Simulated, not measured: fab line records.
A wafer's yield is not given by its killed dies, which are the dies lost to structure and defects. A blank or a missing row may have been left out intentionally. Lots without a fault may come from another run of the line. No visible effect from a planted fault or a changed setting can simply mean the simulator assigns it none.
fab line records -- flow nand_harc
record: lots: 12, wafers: 36, last_day: 25
route steps=1159 shown A_SGD_CUT@764 A_SLIT@779 END@1159
lots that met no fault: from a run of the same line without faults
start_h: start of the lot's first displayed wafer, in hours after the record's first day -- wait_h: hours since the lot's step before -- " unchanged from the row above -- L1.1+2: several wafers, shown together as one row -- - no value, or no start was given -- * or withheld: withheld -- < > ~ a bound
route shown NAME@n: NAME is a module with steps in the file, n the number in the route of the first one -- usual: mean/standard deviation taken from wafers without a fault -- same: alike in all rows -- chamber/n: place in a boat -- sites: the reading at each site -- _std_site: standard deviation across them -- _edge_site: the outer-site mean with the inner-site mean subtracted -- radius_mm: for every site, how far away it sits from the centre of the wafer -- mask NAME#n: copy n -- behind: the tool/chamber that last shaped the wafer -- hold: why the lot was held/for how many hours/how that ended -- device: transistor that didn't switch, given as n, p or np -- end of line: the route-end tests of the same wafers -- a step given without rows: its recipe and nothing more -- killed: the dies lost at the first sort to structure and to defects; this is not the yield of the wafer -- map: dies across one wafer; x = killed, . = not, _ = none there
set.NAME: the setting the step ran with; set.NAME@STEP: the setting that earlier step ran with -- model.NAME: the simulator's own value behind a step, which no gauge read
the route's steps for a sample of lots (tables are steps, rows are wafers)
services: the hour from which a tool's chamber was out of use, counted from the record's first day as start_h (under 0 if before that day), plus the number of hours and why
== steps ==
step: NHARC_A_SGD_CUT_ETCH_15
recipe: target_depth_a: 750, time_s: 64.3, ch3f_flow_sccm: 50, o2_flow_sccm: 30, ar_flow_sccm: 200, rf_w: 500, bias_w: 100, chemistry: CH3F/O2
usual: bias_w: 100.01/0.28, chamber_pressure_mTorr: 24.998/0.021, drypump_motor_current_A: 6.0/0.43, oes_product_au: 0.956/0.019, rf_vpp_V: 264.0/1.9, showerhead_plenum_p_Torr: 2.47/0.11, throttle_valve_pct: 20.663/0.0091
lot.wafer,tool,chamber,start_h,wait_h,bias_w,chamber_pressure_mTorr,drypump_motor_current_A,oes_product_au,rf_hours_counter_h,rf_vpp_V,showerhead_plenum_p_Torr,throttle_valve_pct
L156.2,rie_diel-02,0,-,-,100.34,25.004,6.4,0.980,11,266.3,2.65,20.657
L156.3,rie_diel-02,1,-,-,99.88,25.010,6.7,0.957,12,263.1,2.48,20.654
L156.5,rie_diel-02,3,-,-,100.07,25.000,5.7,0.963,-,262.0,2.44,20.668
L158.3,rie_diel-09,3,-,-,100.17,24.987,6.3,0.930,5,265.7,2.59,20.654
L158.2,rie_diel-09,0,-,-,99.70,24.993,5.3,0.919,5,262.3,2.32,20.680
L158.5,rie_diel-09,3,-,-,100.31,24.979,6.4,0.919,-,267.4,2.58,20.650
L157.2,rie_diel-06,1,-,-,99.94,25.015,6.0,0.958,7,264.2,2.46,20.669
L157.5,rie_diel-06,2,-,-,100.39,25.004,5.2,0.962,-,265.6,2.55,20.666
L157.6,rie_diel-06,3,-,-,100.30,24.963,6.0,0.976,-,262.4,2.36,20.670
L161.4,rie_diel-06,0,-,-,99.62,25.029,5.6,0.957,11,261.9,2.32,20.684
L161.2,rie_diel-06,2,-,-,99.84,24.967,5.2,0.977,12,267.5,2.55,20.677
L161.5,rie_diel-06,0,-,-,99.76,25.031,5.6,0.956,-,261.3,2.32,20.645
L163.3,rie_diel-09,3,-,-,99.69,24.987,6.3,0.955,12,265.3,2.58,20.653
L163.4,rie_diel-09,0,-,-,99.77,25.024,5.3,0.967,12,260.9,2.32,20.671
L163.2,rie_diel-09,1,-,-,99.94,24.987,6.5,0.970,11,265.3,2.57,20.672
L168.3,rie_diel-02,1,-,-,100.03,24.984,6.7,0.953,3,264.6,2.48,20.678
L168.1,rie_diel-02,2,-,-,100.31,24.998,6.2,0.975,3,265.7,2.55,20.662
L168.5,rie_diel-02,3,-,-,99.69,24.999,5.7,0.973,-,264.4,2.44,20.656
L169.4,rie_diel-09,0,-,-,100.05,24.998,5.3,0.961,14,261.2,2.32,20.680
L169.2,rie_diel-09,2,-,-,99.73,25.003,5.8,0.976,14,262.9,2.40,20.651
L169.1,rie_diel-09,3,-,-,99.60,24.967,6.3,0.965,14,266.8,2.58,20.661
L167.3,rie_diel-06,3,-,-,100.37,25.031,6.0,0.924,16,261.3,2.35,20.661
L167.5,rie_diel-06,0,-,-,99.87,24.973,5.6,0.923,-,261.2,2.32,20.671
L167.6,rie_diel-06,1,-,-,100.41,25.001,6.0,0.927,-,263.6,2.46,20.673
L175.2,rie_diel-02,3,-,-,99.92,24.993,5.7,0.949,7,262.8,2.44,20.659
L175.4,rie_diel-02,1,-,-,100.11,24.997,6.7,0.954,6,264.2,2.48,20.661
L175.6,rie_diel-02,3,-,-,99.60,24.999,5.7,0.941,-,264.2,2.44,20.647
L176.2,rie_diel-06,0,-,-,99.55,24.993,5.6,0.935,2,261.3,2.31,20.672
L176.5,rie_diel-06,2,-,-,99.79,24.999,5.2,0.950,-,265.2,2.54,20.664
L176.6,rie_diel-06,3,-,-,100.15,25.008,6.0,0.940,-,263.8,2.35,20.648
L178.2,rie_diel-02,0,-,-,99.80,25.011,6.4,0.962,7,265.7,2.64,20.676
L178.1,rie_diel-02,2,-,-,99.77,24.994,6.2,0.934,7,264.6,2.55,20.663
L178.5,rie_diel-02,3,-,-,99.91,25.012,5.7,0.946,-,263.9,2.44,20.663
L177.1,rie_diel-09,2,-,-,100.01,24.982,5.7,0.977,0,264.2,2.40,20.666
L177.5,rie_diel-09,2,-,-,100.16,25.008,5.8,0.982,-,261.5,2.40,20.661
L177.6,rie_diel-09,3,-,-,100.11,24.991,6.3,0.980,-,265.3,2.58,20.672
step: NHARC_A_SGD_CUT_THK_MEAS_22
recipe: thk_meas_gauge: ellipsometry
usual: thk_nm: 148.2/1.3
lot.wafer,tool,chamber,start_h,wait_h,thk_nm
L156.2,film_metro-01,-,318.02,0.2,148.3
L156.3,film_metro-01,-,318.02,0.2,147.8
L156.5,film_metro-01,-,318.02,0.2,150.2
L158.2,film_metro-02,-,318.02,0.2,148.0
L158.3,film_metro-02,-,318.02,0.2,147.1
L158.5,film_metro-02,-,318.02,0.2,149.6
L157.2,film_metro-01,-,324.12,0.2,145.8
L157.5,film_metro-01,-,324.12,0.2,145.6
L157.6,film_metro-01,-,324.12,0.2,149.6
L161.2,film_metro-02,-,367.19,0.2,148.4
L161.4,film_metro-02,-,367.19,0.2,150.3
L161.5,film_metro-02,-,367.19,0.2,149.3
L163.2,film_metro-01,-,367.34,0.2,148.7
L163.3,film_metro-01,-,367.34,0.2,150.9
L163.4,film_metro-01,-,367.34,0.2,146.5
L168.1,film_metro-02,-,387.81,0.2,147.7
L168.3,film_metro-02,-,387.81,0.2,150.1
L168.5,film_metro-02,-,387.81,0.2,147.0
L169.1,film_metro-01,-,387.81,0.2,146.9
L169.2,film_metro-01,-,387.81,0.2,149.8
L169.4,film_metro-01,-,387.81,0.2,150.2
L167.3,film_metro-01,-,402.65,0.2,146.7
L167.5,film_metro-01,-,402.65,0.2,149.0
L167.6,film_metro-01,-,402.65,0.2,146.7
L175.2,film_metro-01,-,443.96,0.2,149.8
L175.4,film_metro-01,-,443.96,0.2,147.5
L175.6,film_metro-01,-,443.96,0.2,147.4
L176.2,film_metro-02,-,443.96,0.2,148.0
L176.5,film_metro-02,-,443.96,0.2,148.7
L176.6,film_metro-02,-,443.96,0.2,150.1
L178.1,film_metro-01,-,443.96,0.2,148.0
L178.2,film_metro-01,-,443.96,0.2,148.5
L178.5,film_metro-01,-,443.96,0.2,146.8
L177.1,film_metro-02,-,448.73,0.2,149.0
L177.5,film_metro-02,-,448.73,0.2,146.6
L177.6,film_metro-02,-,448.73,0.2,149.4
step: NHARC_A_SGD_CUT_STRIP_28
recipe: time_s: 20, o2_flow_sccm: 500, ar_flow_sccm: 0, bias_w: 0, chemistry: O2
usual: chamber_pressure_mTorr: 60.01/0.058, drypump_motor_current_A: 5.9/0.42, oes_product_au: 1.000/0.0069, rf_vpp_V: 57.7/1, showerhead_plenum_p_Torr: 3.54/0.14, throttle_valve_pct: 17.036/0.0092
same: bias_w: 0
lot.wafer,tool,chamber,start_h,wait_h,chamber_pressure_mTorr,drypump_motor_current_A,oes_product_au,rf_hours_counter_h,rf_vpp_V,showerhead_plenum_p_Torr,throttle_valve_pct
L156.2,rie_diel-02,2,-,-,60.10,6.2,0.997,13,58.0,3.66,17.033
L156.3,rie_diel-02,3,-,-,60.07,5.7,1.005,13,57.9,3.50,17.026
L156.5,rie_diel-02,2,-,-,59.99,6.2,0.998,-,58.0,3.66,17.035
L158.3,rie_diel-06,2,-,-,60.02,5.2,1.002,8,57.0,3.65,17.022
L158.2,rie_diel-06,3,-,-,59.94,6.0,1.002,8,58.3,3.38,17.032
L158.5,rie_diel-06,2,-,-,60.01,5.3,1.006,-,56.6,3.65,17.046
L157.2,rie_diel-06,1,-,-,60.08,6.0,1.005,8,60.6,3.53,17.024
L157.5,rie_diel-06,0,-,-,60.09,5.6,1.005,-,56.7,3.33,17.036
L157.6,rie_diel-06,1,-,-,60.02,6.0,1.000,-,58.6,3.53,17.038
L161.4,rie_diel-09,2,-,-,59.89,5.8,1.011,12,56.8,3.45,17.048
L161.2,rie_diel-09,3,-,-,60.06,6.3,1.005,12,60.4,3.70,17.031
L161.5,rie_diel-09,2,-,-,60.02,5.8,1.009,-,58.0,3.45,17.029
L163.4,rie_diel-09,0,-,-,59.91,5.3,1.002,12,56.8,3.33,17.034
L163.2,rie_diel-09,2,-,-,60.06,5.8,1.010,12,57.8,3.45,17.036
L163.3,rie_diel-09,3,-,-,59.96,6.3,1.000,12,56.4,3.70,17.050
L168.1,rie_diel-09,0,-,-,60.02,5.3,0.996,15,56.9,3.33,17.055
L168.3,rie_diel-09,1,-,-,59.99,6.5,0.995,15,58.7,3.68,17.033
L168.5,rie_diel-09,1,-,-,59.96,6.5,0.999,-,56.6,3.68,17.027
L169.2,rie_diel-06,3,-,-,59.98,6.0,1.009,15,57.6,3.38,17.035
L169.1,rie_diel-06,1,-,-,60.08,5.9,0.997,14,57.8,3.52,17.026
L169.4,rie_diel-06,2,-,-,60.01,5.2,1.001,15,58.5,3.65,17.048
L167.3,rie_diel-06,3,-,-,60.01,6.0,0.998,16,56.4,3.38,17.038
L167.5,rie_diel-06,0,-,-,59.99,5.6,1.009,-,58.3,3.33,17.039
L167.6,rie_diel-06,1,-,-,60.02,5.9,0.996,-,57.9,3.52,17.016
L175.2,rie_diel-06,3,-,-,59.93,6.0,0.978,2,58.3,3.38,17.043
L175.4,rie_diel-06,1,-,-,60.05,6.0,0.996,2,59.5,3.52,17.040
L175.6,rie_diel-06,2,-,-,59.96,5.2,0.993,-,58.5,3.64,17.048
L176.2,rie_diel-02,1,-,-,60.09,6.7,0.994,7,56.9,3.56,17.040
L176.6,rie_diel-02,1,-,-,59.99,6.7,0.991,-,57.5,3.56,17.039
L176.5,rie_diel-02,2,-,-,60.01,6.3,0.992,-,60.7,3.65,17.048
L178.2,rie_diel-09,1,-,-,60.01,6.5,1.004,0,57.2,3.68,17.025
L178.1,rie_diel-09,0,-,-,59.94,5.3,1.009,0,57.9,3.33,17.037
L178.5,rie_diel-09,2,-,-,60.00,5.8,1.013,-,58.1,3.44,17.043
L177.1,rie_diel-02,3,449.19,0.2,60.09,5.7,0.986,8,56.9,3.50,17.048
L177.5,rie_diel-02,3,449.19,0.2,60.00,5.7,0.989,-,57.9,3.50,17.039
L177.6,rie_diel-02,2,449.19,0.2,60.03,6.2,0.993,-,57.0,3.65,17.026
step: NHARC_A_SLIT_DEP_25
recipe: target_thk_a: 2000, temp_c: 400, pressure_torr: 6.5, rf_w: 900, teos_flow_sccm: 161.4, flow_sccm: 2650, target_thk_nm: 200, gas: O2, material: SiO2
usual: chamber_pressure_Torr: 6.498/0.014, flow_sccm: 2649/7.6, heater_power_w: 536/90, throttle_valve_pct: 16.1/0.53
lot.wafer,tool,chamber,start_h,wait_h,chamber_pressure_Torr,flow_sccm,heater_power_w,throttle_valve_pct
L156.2,pecvd-02,0,318.61,0.1,6.492,2646,465,15.7
L156.3,pecvd-02,1,318.61,0.1,6.503,2648,364,16.6
L156.5,pecvd-02,0,318.61,0.1,6.510,2641,473,15.6
L158.3,pecvd-03,0,318.68,0.1,6.506,2648,535,16.3
L158.2,pecvd-03,2,318.68,0.1,6.502,2654,460,16.8
L158.5,pecvd-03,0,318.68,0.1,6.500,2645,553,16.3
L157.2,pecvd-01,0,324.77,0.1,6.485,2656,703,16.4
L157.6,pecvd-01,1,324.77,0.1,6.513,2652,529,15.3
L157.5,pecvd-01,2,324.77,0.1,6.498,2652,572,16.5
L161.2,pecvd-02,1,367.92,0.2,6.491,2670,411,16.0
L161.4,pecvd-02,2,367.92,0.2,6.487,2656,589,15.6
L161.5,pecvd-02,2,367.92,0.2,6.495,2648,599,15.7
L163.2,pecvd-02,2,368.27,0.5,6.492,2654,612,15.3
L163.4,pecvd-02,2,368.27,0.5,6.483,2649,608,15.4
L163.3,pecvd-02,1,368.27,0.5,6.506,2648,392,15.9
L168.1,pecvd-01,2,388.34,0.1,6.495,2663,555,16.9
L168.3,pecvd-01,0,388.34,0.1,6.497,2667,726,16.4
L168.5,pecvd-01,1,388.34,0.1,6.475,2643,500,15.4
L169.1,pecvd-01,2,388.57,0.2,-,-,-,-
L169.2,pecvd-01,1,388.57,0.2,-,-,-,-
L169.4,pecvd-01,1,388.57,0.2,-,-,-,-
L167.3,pecvd-01,0,403.23,0.1,-,-,-,-
L167.5,pecvd-01,2,403.23,0.1,-,-,-,-
L167.6,pecvd-01,0,403.23,0.1,-,-,-,-
L175.2,pecvd-01,0,444.57,0.1,6.489,2660,655,16.2
L175.4,pecvd-01,1,444.57,0.1,6.504,2662,625,14.8
L175.6,pecvd-01,0,444.57,0.1,6.506,2655,667,16.3
L176.2,pecvd-02,1,444.70,0.3,6.505,2638,487,16.1
L176.6,pecvd-02,1,444.70,0.3,6.509,2640,485,16.1
L176.5,pecvd-02,2,444.70,0.3,6.496,2639,583,15.5
L178.2,pecvd-03,0,444.72,0.3,6.510,2654,498,16.6
L178.1,pecvd-03,2,444.72,0.3,6.492,2656,435,17.2
L178.5,pecvd-03,1,444.72,0.3,6.504,2661,590,16.3
L177.1,pecvd-02,0,449.71,0.4,6.481,2648,472,15.3
L177.5,pecvd-02,1,449.71,0.4,6.472,2648,375,16.1
L177.6,pecvd-02,0,449.71,0.4,6.477,2642,483,15.4
step: NHARC_END_SORT_01
recipe: temp_c: 25
usual: killed_at_array: 28/8.9, killed_at_other: 0.8/1.2, killed_at_periphery: 3.3/2.3, killed_dies: 32/9.4, killed_open: 3.2/1.8, killed_short: 1.9/1.4
same: gross_dies: 677
lot.wafer,tool,chamber,start_h,wait_h,killed_at_array,killed_at_other,killed_at_periphery,killed_dies,killed_open,killed_short
L169.1,prober-01,0,517.53,2.5,676,0,1,677,4,3
L169.2,prober-01,0,518.32,2.8,671,2,4,677,5,2
L169.4,prober-01,0,519.91,3.4,674,1,2,677,4,5
L167.3,prober-02,0,530.97,3.1,670,6,1,677,3,3
L167.5,prober-02,0,532.59,3.7,666,5,6,677,2,2
L167.6,prober-02,0,533.40,4.0,665,4,8,677,3,1
killed by level:class
L169.1 A_SLIT:area_dep=641 A_CHANNEL_HOLE_D1:chamber_film_flake=19 A_STAIRCASE:chamber_film_flake=6 A_CONTACT:chamber_film_flake=3 A_ONON_D1:geometric_particle:short=2 A_CONTACT:geometric_particle:open=2 A_SOURCE_PLATE:geometric_particle:open=1 A_CHANNEL_FILL_D1:geometric_particle:short=1
L169.2 A_SLIT:area_dep=647 A_CHANNEL_HOLE_D1:chamber_film_flake=12 A_STAIRCASE:chamber_film_flake=3 A_CHANNEL_FILL_D1:geometric_particle:open=2 A_CONTACT:chamber_film_flake=2 THIN_TSV:chamber_film_flake=2 P_CONTACT:geometric_particle:short=1 P_CONTACT:geometric_particle:open=1
L169.4 A_SLIT:area_dep=641 A_CHANNEL_HOLE_D1:chamber_film_flake=21 A_STAIRCASE:chamber_film_flake=5 A_ONON_D1:geometric_particle:open=2 A_CHANNEL_FILL_D1:geometric_particle:short=2 P_CONTACT:geometric_particle:short=1 A_CHANNEL_HOLE_D1:geometric_particle:open=1 A_WL_FILL:geometric_particle:short=1
L167.3 A_SLIT:area_dep=638 A_CHANNEL_HOLE_D1:chamber_film_flake=15 A_STAIRCASE:chamber_film_flake=7 A_CONTACT:chamber_film_flake=5 THIN_TSV:chamber_film_flake=5 A_CONTACT:geometric_particle:short=2 A_SOURCE_PLATE:geometric_particle:open=1 A_ONON_D1:geometric_particle:short=1
L167.5 A_SLIT:area_dep=628 A_CHANNEL_HOLE_D1:chamber_film_flake=21 A_CONTACT:chamber_film_flake=7 THIN_TSV:chamber_film_flake=5 A_STAIRCASE:chamber_film_flake=5 P_M0:chamber_film_flake=3 P_CONTACT:geometric_particle:open=1 P_M0:geometric_particle:open=1
L167.6 A_SLIT:area_dep=623 A_CHANNEL_HOLE_D1:chamber_film_flake=18 A_STAIRCASE:chamber_film_flake=10 A_CONTACT:chamber_film_flake=8 THIN_TSV:chamber_film_flake=4 P_STI:chamber_film_flake=3 P_M0:chamber_film_flake=3 A_CONTACT:geometric_particle:open=2
== services ==
tool,chamber,start_h,hours,kind
rie_diel-06,0,299.36,-,clean
rie_diel-06,1,299.36,-,clean
rie_diel-06,2,299.36,-,clean
rie_diel-06,3,299.36,-,clean
pecvd-03,-,300.46,13.0,pm
rie_diel-06,0,323.86,-,clean
rie_diel-06,1,323.86,-,clean
rie_diel-06,2,323.86,-,clean
rie_diel-06,3,323.86,-,clean
rie_diel-02,-,327.70,9.0,pm
pecvd-02,-,334.97,13.0,pm
pecvd-02,0,354.86,18.9,repair
pecvd-03,-,362.39,0.9,repair
rie_diel-02,1,364.55,9.2,repair
rie_diel-02,0,370.83,3.7,repair
rie_diel-02,2,383.72,14.0,repair
rie_diel-06,3,399.70,2.4,repair
rie_diel-02,1,410.57,7.7,repair
pecvd-01,-,418.00,13.0,pm
rie_diel-06,-,418.21,9.0,pm
rie_diel-09,-,431.10,9.0,pm
pecvd-03,1,437.74,3.9,repair
rie_diel-02,1,448.72,12.5,repair
rie_diel-02,0,448.92,6.9,repair
== key ==
first_sign: step: NHARC_A_SLIT_DEP_25, reading: tool_record, direction: missing
effect: step: NHARC_END_SORT_01, reading: killed_at_array, direction: up, sigmas: 72, usual: 28, struck: 670
more_kills_born_at: NHARC_A_SLIT_DEP_25@pecvd-01: 3818
met_at NHARC_A_SLIT_DEP_25
struck_lots L167,L169
later_rows_left_out L167.3,L167.5,L167.6,L169.1,L169.2,L169.4
tester_left_out L167,L169
not_acting_at NHARC_A_SGD_CUT_ETCH_15,NHARC_A_SGD_CUT_THK_MEAS_22,NHARC_A_SGD_CUT_STRIP_28
onset_between 388.34 388.57
fault: kind: skipped_step_whole, tool: pecvd-01, chamber: -, onset_h: 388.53, steps: NHARC_A_SLIT_DEP_25, scope: struck_lots_only
tester_left_out: of these lots the tester's yield and bins aren't shown, on N5 and GAA mostly nor the transistor test; their killed dies are dies lost to structure and defects alone, not to doping, threshold or leakage, so they don't give the yield
later_rows_left_out: the simulator's readings of these wafers behind a module that went badly wrong aren't trusted and aren't shown, but for the sort
